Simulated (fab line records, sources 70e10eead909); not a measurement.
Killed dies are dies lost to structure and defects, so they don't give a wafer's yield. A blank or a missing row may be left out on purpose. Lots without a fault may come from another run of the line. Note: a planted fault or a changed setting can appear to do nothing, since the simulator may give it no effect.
A struck lot beside a sound one -- flow nand_harc -- 15 steps out of a route of 1159
Sound: wafers L344.2, L344.3, L344.4. Struck: wafer L358.4 (left out: L358.1, L358.5 of the same lot, which were not struck); the cause appears at the end.
Each step with rows lists, per side, the tool, then ch with its chambers, then its first start. Under that, the readings that differ: sound wafers -- struck wafers -- difference of the means -- sigmas: that difference in standard deviations of wafers without a fault.
alike: a reading whose means differ by less than 2 such deviations, as well as words and numbers matching on both sides. not compared: withheld readings; readings where some wafer has no value; bounds like >300 that might hide an equal value; numbers whose values overlap and for which the record gives no deviation.
Wherever a step has rows on one side only, a row that says differs or no value, or a row with sigmas, the two part there. When numbers do not overlap yet have no deviation, they are printed without sigmas and do not part them. Lack of a reading on every wafer of one side parts them only where that side has two or more wafers.

first, 7 steps without rows for these wafers: NHARC_P_M1_COAT_34 (time 65 s); NHARC_P_M1_COAT_03 (resist thk 90 nm); NHARC_P_M1_SOFTBAKE_04 (time 55 s); NHARC_P_M1_EBR_05; NHARC_P_M1_EXPOSE_06 (exposes mask P M1, target cd 130 nm); NHARC_P_M1_PEB_07 (peb time 65 s); NHARC_P_M1_DEVELOP_08 (develop time 35 s).
NHARC_P_M1_CD_MEAS_09 targets a cd of 130 nm.
  sound on cd_sem-02 ch 0, day 7 04:35; struck on cd_sem-02 ch 0, day 10 04:26
  alike: cd_nm
NHARC_P_M1_OVL_MEAS_10: pitch 260 nm.
  struck on overlay-01, day 10 04:31; sound on overlay-02, day 7 04:40
  alike: overlay_x_nm, overlay_y_nm
NHARC_P_M1_INSPECT_11:
  struck on defect_inspect-02, day 10 04:33; sound on defect_inspect-01, day 7 04:42
  alike: raw_defect_count
NHARC_P_M1_DESCUM_14: chemistry O2, time 3 s.
  sound on rie_diel-07 ch 0,1,2, day 7 04:46; struck on rie_diel-07 ch 3, day 10 04:37
reading,sound,struck,difference,sigmas
rf_hours_counter_h (h),6 6 6,10,+4,
  alike: drypump_motor_current_A, o2_flow_sccm, oes_product_au, rf_vpp_V, showerhead_plenum_p_Torr, throttle_valve_pct
NHARC_P_M1_ETCH_35: etches the open film in N2/H2, target depth 40 nm, overetch 12 nm, time 43.94 s.
  sound on rie_diel-07 ch 1,2,3, day 7 04:50; struck on rie_diel-07 ch 1, day 10 04:43
reading,sound,struck,difference,sigmas
rf_hours_counter_h (h),6 6 6,9,+3,
  alike: drypump_motor_current_A, oes_product_au, rf_vpp_V, run_length_s, showerhead_plenum_p_Torr, throttle_valve_pct
NHARC_P_M1_ETCH_15: etches the open film in C4F8/Ar, target depth 182.5 nm, time 91.2 s.
  sound on rie_diel-07 ch 0,1,3, day 7 04:56; struck on rie_diel-07 ch 0, day 10 04:48
reading,sound,struck,difference,sigmas
rf_hours_counter_h (h),6 6 6,10,+4,
run_length_s (s),112.5 112.9 112.2,103.0,-9.5,-27
  alike: oes_product_au, rf_vpp_V
NHARC_P_M1_CD_MEAS_16:
  struck on cd_sem-01, day 10 04:55; sound on cd_sem-03, day 7 05:04
  alike: cd_nm
-- record jumps: 14 days between struck wafers' starts before vs after; left off in module P_M1, resumes in module END, first step shown is number 1159 of the route --
NHARC_END_SORT_01:
  sound on prober-01 ch 0, day 21 01:20; struck on prober-02 ch 0, day 24 06:31
reading,sound,struck,difference,sigmas
defect_limited_yield (%),96.5 96.2 95.7,92.0,-4.1,-2
killed_at_periphery,4 1 5,23,+20,+10
killed_dies,24 26 29,54,+28,+2
sort_bin_2_pct (%),0.4 1.0 0.7,5.3,+4.6,+6
sort_n_pass,653 651 648,623,-28,-2
sort_rim_yield_pct (%),92 93 94,84,-9,-3
sort_yield_pct (%),96.5 96.2 95.7,92.0,-4.1,-2
  alike: killed_at_array, killed_at_other, killed_open, killed_short, sort_bin_3_pct, sort_bin_4_pct

## WHERE THEY PART
First at NHARC_P_M1_ETCH_15; last, within this record, at NHARC_END_SORT_01.

WHY: the cause the simulator had injected
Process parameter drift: rie_diel-07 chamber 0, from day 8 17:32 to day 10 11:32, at NHARC_P_M1_ETCH_15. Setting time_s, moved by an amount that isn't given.
